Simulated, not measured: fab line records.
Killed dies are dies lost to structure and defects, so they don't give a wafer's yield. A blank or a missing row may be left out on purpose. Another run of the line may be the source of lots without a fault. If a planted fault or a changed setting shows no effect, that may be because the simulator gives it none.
fab line records	flow n5Finfet
[record] lots = 4	wafers = 12	lastDay = 17
route steps=1938 shown MOL_CONTACT_COAG@520 BEOL_M4@1111 PASSIVATION@1936
lots that met no fault: taken from a fault-free run of the same line
startH: hours from the record's first day to the start of the lot's first wafer shown	waitH: hours elapsed since this lot's preceding step	" identical to the entry in the row above	L1.1+2: a row that stands for several wafers	- no value, or no start given	* or withheld: withheld	< > ~ a bound
route shown NAME@n: a module of which the file shows steps, and the number in the route of the first	usual: average and standard deviation across the fault-free wafers	same: alike in all rows	chamber/n: place in a boat	sites: per-site readings	_std_site: standard deviation across them	_edge_site: the outer-site mean with the inner-site mean subtracted	radiusMm: how far each site lies from the wafer's centre	mask NAME#n: copy n	behind: the most recent tool/chamber to have shaped the wafer	hold: why the lot went on hold/how many hours it stayed there/how the hold came to an end	device: transistor that didn't switch, given as n, p or np	end of line: the route-end tests of the same wafers	for a step that has no rows: nothing shown but its recipe	killed: at the first sort, the dies lost to defects and structure; wafer yield is something else	map: shows each die of a wafer: x if killed, . if not, _ if none is there
set.NAME: the setting that was run; set.NAME@STEP: the one run at that earlier step	model.NAME: the simulator's own value behind a step, which no gauge read
certain route steps with their lots: each step a table, each wafer a row
services: a tool's chamber out of use, with start hour (startH, from the record's first day; less than 0 if before it), hours out, and reason
[[steps]]
[step N5_MOL_CONTACT_COAG_COAT_02]
[recipe] resist = CAR-EUV	spinRpm = 1500	resistThkNm = 30
[step N5_MOL_CONTACT_COAG_EBR_04]
[recipe] solvent = PGMEA	ebrWidthMm = 1.5
[step N5_MOL_CONTACT_COAG_SOFTBAKE_03]
[recipe] tempC = 110	timeS = 60	resist = CAR-EUV
[step N5_MOL_CONTACT_COAG_EXPOSE_05]
[recipe] maskId = CA	na = 0.33	sourceShape = annular	sigmaInner = 0.4	sigmaOuter = 0.8	polarization = unpolarized	defocusNm = 0	doseMj = 38.25
[step N5_MOL_CONTACT_COAG_PEB_06]
[recipe] pebTempC = 100	pebTimeS = 60	resist = CAR-EUV
[step N5_MOL_CONTACT_COAG_DEVELOP_07]
[recipe] developTimeS = 30	developer = TMAH	resist = CAR-EUV	rinseLiquid = surfactantRinse	dry = airSpin	devTempC = 23
[step N5_MOL_CONTACT_COAG_DESCUM_13]
[recipe] chemistry = O2	timeS = 7	sourcePowerW = 50	biasPowerW = 20	pressureMtorr = 20	rfFrequencyHz = 2.712e+07	tempC = 40	resist = CAR-EUV	o2FlowSccm = 225
[step N5_MOL_CONTACT_COAG_ETCH_59]
[recipe] chemistry = N2/H2	target = underlayer	targetDepthA = 130	maskMaterial = CAR-EUV	timeS = 10.4	ionEnergyEv = 200	pressureMtorr = 30	sourceW = 840	biasW = 150	n2FlowSccm = 200	h2FlowSccm = 200	ends = cleared
[step N5_MOL_CONTACT_COAG_ETCH_105]
[recipe] chemistry = CF4	target = SiARC	targetDepthA = 156	maskMaterial = CAR-EUV	timeS = 26	ionEnergyEv = 80	pressureMtorr = 40	sourceW = 545	biasW = 36	Ar_flow_sccm = 100	cf4FlowSccm = 100	ends = cleared
[step N5_MOL_CONTACT_COAG_ETCH_106]
[recipe] chemistry = N2/H2	target = SOC	targetDepthA = 800	overetchA = 160	maskMaterial = SiARC	tempC = 40	timeS = 120	ionEnergyEv = 200	pressureMtorr = 30	sourceW = 840	biasW = 150	n2FlowSccm = 200	h2FlowSccm = 200
[usual] biasW = 150.0/0.43	drypumpMotorCurrentA = 5.6/0.51	h2FlowSccm = 200.0/0.6	oesProductAu = 0.73/0.09	rfFwdPowerW = 836.3/2.8	rfVppV = 523.2/2.5	showerheadPlenumPTorr = 2.52/0.086	throttleValvePct = 17.79/0.23
lot.wafer	tool	chamber	startH	waitH	biasW	drypumpMotorCurrentA	h2FlowSccm	oesProductAu	rfFwdPowerW	rfHoursCounterH	rfVppV	showerheadPlenumPTorr	throttleValvePct	model.etch.depthNm	model.SiARC_of_MOL_CONTACT_COAG_COAT_104.thkNm	model.MOL_CONTACT_COAG.cdOffsetNm
L365.2	rieDiel-06	1	101.63	0.0	150.1	4.9	200.3	0.75	834.2	88	524.2	2.57	17.52	80.17	6.2	0.4
L365.4	"	3	"	"	150.1	5.3	199.7	0.62	829.1	242	523.3	2.50	17.74	80.25	6.2	-0.2
L365.6	"	2	"	"	149.9	5.5	201.4	0.81	832.3	-	526.0	2.60	17.94	80.56	6.4	-0.2
L376.1	rieDiel-06	0	173.50	0.0	149.5	5.6	199.8	0.84	628.9	3	578.5	2.72	17.73	77.26	7.2	-0.2
L376.4	"	3	"	"	149.7	5.3	199.2	0.81	635.3	14	573.5	2.50	17.43	78.99	7	-0.4
L376.6	"	1	"	"	150.2	4.9	199.9	0.70	631.9	-	574.4	2.55	17.58	75.8	7.2	-0.6
L377.2	rieDiel-06	1	175.47	0.0	149.6	5.0	200.8	0.69	635.9	121	574.5	2.55	17.57	75.86	7.2	0
L377.4	"	2	"	"	150.1	5.5	201.2	0.74	632.9	58	574.6	2.58	18.01	76.29	7.2	0
L377.6	"	2	"	"	150.0	5.5	200.6	0.74	632.2	-	574.9	2.58	18.01	76.82	7.2	-0.2
L384.1	rieDiel-01	3	218.72	0.0	149.3	6.1	200.9	0.80	838.0	29	522.9	2.49	17.74	80.42	6.4	0.2
L384.5	"	3	"	"	149.7	6.0	200.6	0.79	836.5	-	522.7	2.49	17.74	80.2	6.4	0.2
L384.6	"	2	"	"	149.3	5.1	199.8	0.84	838.3	-	522.1	2.49	17.35	80.28	6.2	-0.8
[step N5_MOL_CONTACT_COAG_STRIP_107]
[recipe] chemistry = N2/H2	tempC = 40	n2FlowSccm = 200	h2FlowSccm = 200	rfFrequencyHz = 6e+07
[step N5_MOL_CONTACT_COAG_STRIP_108]
[recipe] chemistry = N2/H2	tempC = 40	n2FlowSccm = 200	h2FlowSccm = 200	rfFrequencyHz = 6e+07
[step N5_MOL_CONTACT_COAG_CONTACT_ETCH_14]
[recipe] chemistry = C4F6/O2	target = SiO2	targetDepthA = 275	overetchA = 85	maskMaterial = SOC	pressureMtorr = 30	sourceW = 370	biasW = 185	Ar_flow_sccm = 300	C4F6_flow_sccm = 16	O2_flow_sccm = 10	timeS = 20	ionEnergyEv = 259.6
[step N5_MOL_CONTACT_COAG_STRIP_109]
[recipe] chemistry = C4F6/O2	resist = SiARC	rfFrequencyHz = 6e+07
[step N5_MOL_CONTACT_COAG_ETCH_15]
[recipe] chemistry = CH3F/O2	target = SiNx	targetDepthA = 70	maskMaterial = SOC	stopOn = Si:P	overEtchFrac = 0.75	ionEnergyEv = 120	pressureMtorr = 30	sourceW = 395	biasW = 73	Ar_flow_sccm = 150	CH3F_flow_sccm = 30	O2_flow_sccm = 20
[step N5_MOL_CONTACT_COAG_ETCH_110]
[recipe] chemistry = CF4/O2	target = Si	targetDepthA = 25	timeS = 8	pressureMtorr = 100	sourceW = 200	biasW = 12	ionEnergyEv = 60	Ar_flow_sccm = 100	cf4FlowSccm = 100	O2_flow_sccm = 10
[usual] biasW = 12.00/0.034	drypumpMotorCurrentA = 5.6/0.51	mfcArSccm = 100.0/0.31	oesProductAu = 0.81/0.11	rfFwdPowerW = 198.4/0.7	rfVppV = 126.2/3	showerheadPlenumPTorr = 2.20/0.07	throttleValvePct = 10.69/0.27
lot.wafer	tool	chamber	startH	waitH	biasW	drypumpMotorCurrentA	mfcArSccm	oesProductAu	rfFwdPowerW	rfHoursCounterH	rfVppV	showerheadPlenumPTorr	throttleValvePct	model.MOL_CONTACT_COAG.cdOffsetNm
L365.2	rieDiel-06	1	101.83	0.0	11.94	4.9	99.6	0.83	198.9	88	130.1	2.25	10.47	0.6
L365.4	"	3	"	"	11.97	5.3	100.0	0.69	198.2	242	126.0	2.19	10.88	-0.2
L365.6	"	2	"	"	11.98	5.5	100.4	0.91	198.3	-	126.1	2.25	10.73	-0.2
L376.1	rieDiel-06	0	173.70	0.0	11.96	5.5	99.8	0.98	198.3	3	123.6	2.36	10.38	-0.2
L376.4	"	3	"	"	12.03	5.3	100.8	0.94	197.7	14	125.4	2.19	10.22	-0.6
L376.6	"	1	"	"	12.06	4.9	100.1	0.80	198.2	-	130.2	2.24	10.57	-0.4
L377.2	rieDiel-06	1	175.67	0.0	12.00	4.9	99.5	0.80	198.9	121	129.8	2.24	10.58	0.2
L377.4	"	2	"	"	11.97	5.5	100.4	0.85	197.9	58	128.1	2.24	10.81	0
L377.6	"	2	"	"	12.00	5.5	100.2	0.85	198.6	-	128.5	2.24	10.84	-0.2
L384.1	rieDiel-01	3	218.92	0.0	12.01	6.0	99.9	0.89	198.8	30	126.8	2.19	10.65	0.2
L384.5	"	3	"	"	11.96	6.0	100.2	0.89	197.8	-	127.9	2.19	10.63	0.2
L384.6	"	2	"	"	11.98	5.1	100.0	0.96	199.3	-	128.0	2.18	10.19	-0.6
[step N5_MOL_CONTACT_COAG_STRIP_98]
[recipe] chemistry = N2/H2	powerW = 500	tempC = 40	pressureMtorr = 50	rfFrequencyHz = 6e+07	overashFraction = 0.3	biasPowerW = 8	h2Frac = 0.5	n2FlowSccm = 300	h2FlowSccm = 300
[step N5_MOL_CONTACT_COAG_IMPLANT_129]
[recipe] species = Ge	energyKev = 3	doseCm2 = 6e+14	tiltDeg = 0	rotationDeg = 0
[step N5_MOL_CONTACT_COAG_PRECLEAN_111]
[recipe] chemistry = NF3:NH3	afsCycles = 1	tempC = 30	timeS = 20	sublimationTempC = 180	sublimationTimeS = 60	pressureTorr = 3	rfPowerW = 30
[step N5_MOL_CONTACT_COAG_TI_SIL_19]
[recipe] material = Ti	targetThkA = 42	tempC = 200	chamberPressurePa = 5	powerW = 5000	timeS = 15
[step N5_MOL_CONTACT_COAG_ALD_20]
[recipe] material = TiN	targetThkA = 15	tempC = 400	aldPrecursorFamily = TiCl4	aldCoReactant = NH3	pulseTimeS = 1	purgeTimeS = 3	coReactantPurgeTimeS = 2	coReactantPulseTimeS = 2	aldCycles = 68	pressureTorr = 3
[step N5_MOL_CONTACT_COAG_SIL_ANNEAL_21]
[recipe] tempC = 550	timeS = 60	ambient = N2
[step N5_MOL_CONTACT_COAG_PRE_CLEAN_141]
[recipe] gas = H2/He	timeS = 60	tempC = 300
[step N5_MOL_CONTACT_COAG_SPUTTER_143]
[recipe] material = Co	targetThkA = 25	tempC = 25	chamberPressurePa = 0.2
[step N5_MOL_CONTACT_COAG_CO_FILL_22]
[recipe] material = Co	targetThkA = 200	tempC = 200	precursor = CCTBA/H2	pressureTorr = 30
[step N5_MOL_CONTACT_COAG_ANNEAL_113]
[recipe] tempC = 400	timeS = 300	ambient = H2/N2
[step N5_MOL_CONTACT_COAG_PRE_CLEAN_142]
[recipe] gas = H2/He	timeS = 60	tempC = 300
[step N5_MOL_CONTACT_COAG_SPUTTER_130]
[recipe] material = Co	targetThkA = 475	tempC = 25	chamberPressurePa = 0.5	powerW = 3000
[step N5_MOL_CONTACT_COAG_PRECLEAN_125]
[recipe] chemistry = DIW	timeS = 57.5	tempC = 23
[step N5_MOL_CONTACT_COAG_SRD_126]
[recipe] dryTimeS = 32	dry = n2Spin	spinRpm = 1500
[step N5_MOL_CONTACT_COAG_CMP_23]
[recipe] stopOn = SiO2	tOverpolishS = 1.5	postCmpClean = cuAlkaline	downForcePsi = 2	platenRpm = 50.289	padVelocityMS = 1.0006	targetThkNm = 0
[step N5_MOL_CONTACT_COAG_WET_ETCH_26]
[recipe] target = Co	targetDepthNm = 13
[step N5_MOL_CONTACT_COAG_WET_ETCH_116]
[recipe] chemistry = SC1-inhibited	targetDepthNm = 4.6	dry = ipaMarangoni	rinseTimeS = 30	rinseTempC = 23
[step N5_MOL_CONTACT_COAG_ALD_27]
[recipe] material = SiOC	targetThkA = 170	tempC = 400	aldPrecursorFamily = carbosiloxane	aldCoReactant = H2-plasma	pulseTimeS = 1.5	timeS = 2720	purgeTimeS = 2	coReactantPurgeTimeS = 2	aldCycles = 340	pressureTorr = 2
[step N5_MOL_CONTACT_COAG_CMP_28]
[recipe] stopOn = SiNx	tOverpolishS = 0.85	postCmpClean = alkalineBrush	downForcePsi = 4.15	platenRpm = 51.8	padVelocityMS = 1.0307	targetThkNm = 14.522
[step N5_BEOL_M4_RC_MEAS_101]
[usual] DIBL_N = 36.2/1.6	DIBL_P = 36.1/2	IOFF_N = 0.16/0.032	IOFF_P = 0.22/0.036	ION_N = 672/11	ION_P = 463/7.5	SS_N = 71.4/0.58	SS_P = 73.2/0.67	VT_N = 250/3.3	VT_P = -250/3.3
lot.wafer	tool	chamber	startH	waitH	device	DIBL_N[mV/V]	DIBL_P[mV/V]	IOFF_N[nA/um]	IOFF_P[nA/um]	ION_N[uA/um]	ION_P[uA/um]	SS_N[mV/dec]	SS_P[mV/dec]	VT_N[mV]	VT_P[mV]
L365.2	prober-02	0	179.80	0.2	-	35.6	35.6	0.14	0.19	669	456	71.1	73.0	253	-252
L365.4	"	0	"	"	-	38.6	39.1	0.19	0.26	690	477	71.7	74.3	246	-248
L365.6	"	0	"	"	-	35.1	35.2	0.14	0.18	670	458	71.6	72.7	252	-250
L376.1	prober-02	0	253.54	0.0	-	35.8	37.1	0.16	0.21	676	465	71.4	73.5	250	-248
L376.4	"	0	"	"	-	36.6	38.8	0.20	0.25	683	469	71.9	74.4	244	-250
L377.4	prober-01	0	279.18	0.5	-	35.7	36.7	0.16	0.18	674	457	72.0	73.6	247	-253
L377.6	"	0	"	"	np	-	-	-	-	-	-	-	-	-	-
L384.1	prober-02	0	294.82	0.0	-	34.8	34.8	0.14	0.20	667	461	70.8	72.5	252	-248
L384.5	"	0	"	"	-	36.3	34.7	0.16	0.19	667	459	72.1	73.4	253	-250
L384.6	"	0	"	"	-	35.2	34.6	0.13	0.19	668	463	71.0	73.1	254	-248
[step N5_PASSIVATION_PROBE_49]
[usual] defectLimitedYield = 91.4/1.3	killed_at_M0_to_M3 = 34/10	killed_at_M4_up = 14/5.6	killedAtContacts = 13/5.9	killedAtFrontEnd = 37/9.9	killedAtOther = 3.5/2.8	killedDies = 101/15	killedOnRim = 13/3.9	killedOpen = 67/12	killedShort = 32/6.6	sort_bin_5_function = 5.0/0.81	sort_bin_6_memory = 3.2/0.66	sortNPass = 1079/15	sortYieldPct = 91.4/1.3
[same] grossDies = 1180	killedAtBackSide = 0	sort_bin_4_leakage[%] = 0	sort_bin_8_speed[%] = 0
lot.wafer	tool	chamber	startH	waitH	defectLimitedYield[%]	killed_at_M0_to_M3	killed_at_M4_up	killedAtContacts	killedAtFrontEnd	killedAtOther	killedDies	killedOnRim	killedOpen	killedShort	sort_bin_5_function[%]	sort_bin_6_memory[%]	sortNPass	sortYieldPct[%]
L376.1	prober-02	-	359.18	0.0	60.5	28	10	385	39	4	466	124	61	35	36.1	3.1	714	60.5
L376.4	prober-02	-	359.33	0.2	86.6	29	6	84	38	1	158	38	64	25	10.1	3.1	1022	86.6
L376.6	prober-02	-	359.43	0.3	39.8	30	8	638	32	2	710	79	57	31	57.3	2.7	470	39.8
L377.2	prober-02	-	396.61	0.1	37.9	27	14	653	30	9	733	49	64	28	59.7	2.4	447	37.9
L377.4	prober-02	-	396.71	0.2	60.7	38	13	361	51	1	464	35	78	33	35.5	3.5	716	60.7
L377.6	prober-02	-	396.81	0.3	64.5	43	12	330	33	1	419	29	82	26	31.5	3.7	761	64.5
// killed by level:class
L376.1 MOL_CONTACT_COAG:areaEtch=370 STI_FIN_REVEAL:geometricParticle:open=20 STI_FIN_REVEAL:geometricParticle:short=9 MOL_CONTACT_COAG:geometricParticle:open=8 MOL_CONTACT_COAG:geometricParticle:short=7 BEOL_M2:geometricParticle:open=6 BEOL_M0_SAQP:geometricParticle:open=5 BEOL_M3:geometricParticle:open=5
L376.4 MOL_CONTACT_COAG:areaEtch=68 MOL_CONTACT_COAG:geometricParticle:open=15 FIN_SAQP:geometricParticle:open=11 BEOL_M0_SAQP:geometricParticle:open=9 BEOL_M0_SAQP:geometricParticle:short=8 STI_FIN_REVEAL:geometricParticle:open=7 BEOL_M1:geometricParticle:open=5 BEOL_M2:geometricParticle:open=5
L376.6 MOL_CONTACT_COAG:areaEtch=622 MOL_CONTACT_COAG:geometricParticle:open=14 STI_FIN_REVEAL:geometricParticle:open=7 BEOL_M0_SAQP:geometricParticle:open=7 BEOL_M3:geometricParticle:open=7 FIN_SAQP:geometricParticle:short=6 BEOL_M0_SAQP:geometricParticle:short=4 BEOL_M2:geometricParticle:open=4
L377.2 MOL_CONTACT_COAG:areaEtch=640 STI_FIN_REVEAL:geometricParticle:open=15 MOL_CONTACT_COAG:geometricParticle:open=12 BEOL_M3:geometricParticle:open=6 BEOL_M2:geometricParticle:open=5 PASS1_CAP:geometricParticle:short=5 BEOL_M0_SAQP:geometricParticle:open=4 DUMMY_GATE:geometricParticle:open=3
L377.4 MOL_CONTACT_COAG:areaEtch=352 STI_FIN_REVEAL:geometricParticle:open=17 BEOL_M0_SAQP:geometricParticle:open=9 BEOL_M2:geometricParticle:open=9 MOL_CONTACT_COAG:geometricParticle:open=7 BEOL_M1:geometricParticle:open=7 GATE_CUT:geometricParticle:short=5 BEOL_M0_SAQP:geometricParticle:short=5
L377.6 MOL_CONTACT_COAG:areaEtch=308 MOL_CONTACT_COAG:geometricParticle:open=16 BEOL_M1:geometricParticle:open=14 BEOL_M4:geometricParticle:open=8 BEOL_M0_SAQP:geometricParticle:open=8 STI_FIN_REVEAL:geometricParticle:open=6 MOL_CONTACT_COAG:geometricParticle:short=6 BEOL_M2:geometricParticle:open=6
// map L376.6 (x killed, . not)
_________________xxxxxxxxx.x.________________
______________xxx.x.x.xxxxx.xx.x_____________
___________x.xxxxxxxxxxxxxx..x..x..__________
__________x...xxxxxxxxxxxxx.xx......_________
________x.xxx.xxxxxxxxxxxxx..xxx......_______
_______......x.xxxx...xxxxx.x..........______
______..x..x..x..xxxxx.x...x....x..x...._____
_____......x..xxxxx.x.x...x.xxx.xx.......____
____xxxx.xxxxxxxxx.xxxxxxxxxxxxx..........___
___..x.xx.xxxxxx.x.xx..x...................__
___.x.xx.xxx.xxxxxxxxxxx......x....x..xx...__
__.x..xxxxxxxxxxxx.xx..xx.........xx...x...._
__xxxxx.xxxxxxxxxxxxx..x..x.......x..xx.x.xx_
_.xxxxxxxxxxxxxxx.x...x....x.x....x...x..x...
_..xxxxxxxxxxxxxx.xx..x..x.xx....x..xx..xx.x.
_.x.xxxxxx.xxx.xxx.x...............xx....xx..
_xxxxxxxxxxxx.xx........xx...xx..xx..x.......
_..xxxxxxxxxx..xxxx.....xx..xxx.x......x.....
_.x.xxxxxx........x.x....xxxxxxx...x.xx.....x
_.xxxxxxxxx..xx.xx...x.....xx..xx..x.........
_xxxxxxxxx.xxxxxx.....xx.xxxxx.........x...x.
__xxxxxxxxx.x.xxxxxx.xx.xxxx.xxxx....x.x.x.._
__xxxxxxxxxxxxx.xxxxxxxx..xxxxxxxxxxxxx....._
___xxxxxxxxxxxx.xxxxx...xxx.xxxxxxxx.x.....__
___xxxxxxxxxx.x..x.x.x.xxxx.xxxxxxxxxxx.x..__
____xxxxxxxxxx.x...xxxxxxxxxx.xxxxxxxxxx..___
_____xxxxxx.xxx..xx.xxxxxx.xx.xxx.xxxx.xx____
______xxxxxx.xxxx...xxx.xxx.x.xxxxxxxxxx_____
_______xxxxx..x...x.xxxxxxxx.xxxxxxxxxx______
________xxxx.xxxxxxxx.xxxxxx..xxxxxxxx_______
__________xxxxxxxxxxxxxxxxxxxxx.xxxx_________
___________.x..xxxx.xxxxxxxx.x..x..__________
______________.x...xxxxxxxx.xx.._____________
_________________..xxxxxxxxxx________________
// map L377.2 (x killed, . not)
_________________x...x..x....________________
______________.x..xxxxxxxx......_____________
___________..xx..xx.xx..x..........__________
__________..x..xxxxxxxxxxxxx..x....._________
________.....x.xxxxxx..xxx.x.........._______
_______x.....xx.x.xx..xxxx.xx..x....x..______
______...x...x.xxxxxxxxx..x.xx.........._____
_____....xxxxxxx..xx.xx.x.x..............____
____x..xxxxx.xxxxx.x..xx.x......xx.x.x....___
___...x.xxxxxxxxxx.xxxxxx.x...x...........x__
___.x.x.xxxxxxxxxxx..xxxx........x....x....__
__xxxxxxxxxxxxxxxxxx.x..xx......x...x......._
__xxxxxxxxxxxxxxxxxxx.xxx.x......x......x..._
_x.xxxxxxxxxxxxxxxx.xxxxxx.x.x......x..x...x.
_.x..xxxxxxxxxxxxxxx.xxxx...xxx..........xx..
_..x.xxxxxxxxxxxxxxxxx..x.xxxx.x......x......
_.xxxxxxxxxxxxxx..xx.xxxxxxxxxxx........xx..x
_..xxxxxxxxxxxxx.xxxxxxxxxxxxxx.x.x...x.xx...
_.xx.xxxxxxxxxxx.xx.xxxx.xxxxxxxx....xx.....x
_.x.xxxxxxxxxxxxxxxxxxxxxxxxxxx.xx..x........
_x.xxxxxxxxxxxxxxxxxxxxxxxxxx.xx...xx.x.x....
__.xxxxxxxxxxxxxxxxxxxxxxxxxx.xx..xxxxx.x..._
__xxxxxxxxxxxxxxxxxxxxxxxxxx...x.xxxxx......_
___xxxxxxxxxxxxxxxxxxxxxxx.xxx.xxxxxxx.x...__
___xxxxxxxxxxxxxxxxxxxx...xx.xxxxxxxxxx....__
____xxxxxxxxxxx..xxx.xxx.....xxxxxxxxxxx..___
_____xxxxxx..xxxxxx.xxxx...x.xxxxxxxxx...____
______.xxxxxxx...xxxxxxxxxxxx.xxxxxxxxx._____
_______xxxxxxxxxxxx.xxxxxx.xx....xxxxxx______
________xx.x.xx..xxxxxxxxxx.x....xx.x._______
__________x...xxxxxxxxxxxxxx........_________
___________.x.x....xxxxxxx.xxxxx...__________
______________...xx.xxxxxxxxx..x_____________
_________________...xxx.xxxx.________________
[[services]]
tool	chamber	startH	hours	kind
rieDiel-01	-	105.62	2.8	pm
rieDiel-06	3	116.09	-	clean
rieDiel-06	3	116.09	-	consumableReplace:focusRing
rieDiel-06	3	116.09	18.1	scheduledDown
rieDiel-06	3	116.09	18.1	ventCycle
rieDiel-01	3	118.77	-	clean
rieDiel-01	3	118.77	-	consumableReplace:focusRing
rieDiel-01	3	118.77	22.9	scheduledDown
rieDiel-01	3	118.77	22.9	ventCycle
rieDiel-01	1	141.67	-	clean
rieDiel-01	1	141.67	-	consumableReplace:focusRing
rieDiel-01	1	141.67	20.2	scheduledDown
rieDiel-01	1	141.67	20.2	ventCycle
rieDiel-06	0	141.86	-	clean
rieDiel-06	0	141.86	-	consumableReplace:focusRing
rieDiel-06	0	141.86	-	consumableReplace:showerhead
rieDiel-06	0	141.86	17.7	scheduledDown
rieDiel-06	0	141.86	17.7	ventCycle
rieDiel-01	2	162.14	-	clean
rieDiel-01	2	162.14	-	consumableReplace:focusRing
rieDiel-01	2	162.14	15.7	scheduledDown
rieDiel-01	2	162.14	15.7	ventCycle
rieDiel-06	2	212.80	6.6	repair
[[key]]
[firstSign] step = N5_MOL_CONTACT_COAG_ETCH_106	reading = rfFwdPowerW	direction = down	sigmas = 74	usual = *	struck = *
[effect] step = N5_MOL_CONTACT_COAG_ETCH_106	reading = rfVppV	direction = up	sigmas = 21	usual = 523.2	struck = 575.1
[effect] step = N5_PASSIVATION_PROBE_49	reading = killedAtContacts	direction = up	sigmas = 67	usual = 13	struck = 408
[modelEffect] step = N5_MOL_CONTACT_COAG_ETCH_106	value = etch.depthNm	without = 80.3	struck = 76.84
[modelEffect] step = N5_MOL_CONTACT_COAG_ETCH_110	value = MOL_CONTACT_COAG.cdOffsetNm	without = 0.3667	struck = -0.2
[moreKillsBornAt] N5_MOL_CONTACT_COAG_ETCH_106@rieDiel-06 = 2360
metAt N5_MOL_CONTACT_COAG_ETCH_106
struckWafers L376.1,L376.4,L376.6,L377.2,L377.4,L377.6
laterRowsLeftOut L376.6,L377.2
onsetBetween 101.63 173.50
[fault] kind = processParameterDrift	tool = rieDiel-06	chamber = -	onsetH = 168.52	steps = N5_MOL_CONTACT_COAG_ETCH_106	channel = sourceW	offset = -201.6	shape = step	endH = 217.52	actsIn = theseRecipesOnly	stated = 840
// laterRowsLeftOut: the simulator's readings of these wafers behind a module that went badly wrong aren't trusted and aren't shown, but for the sort
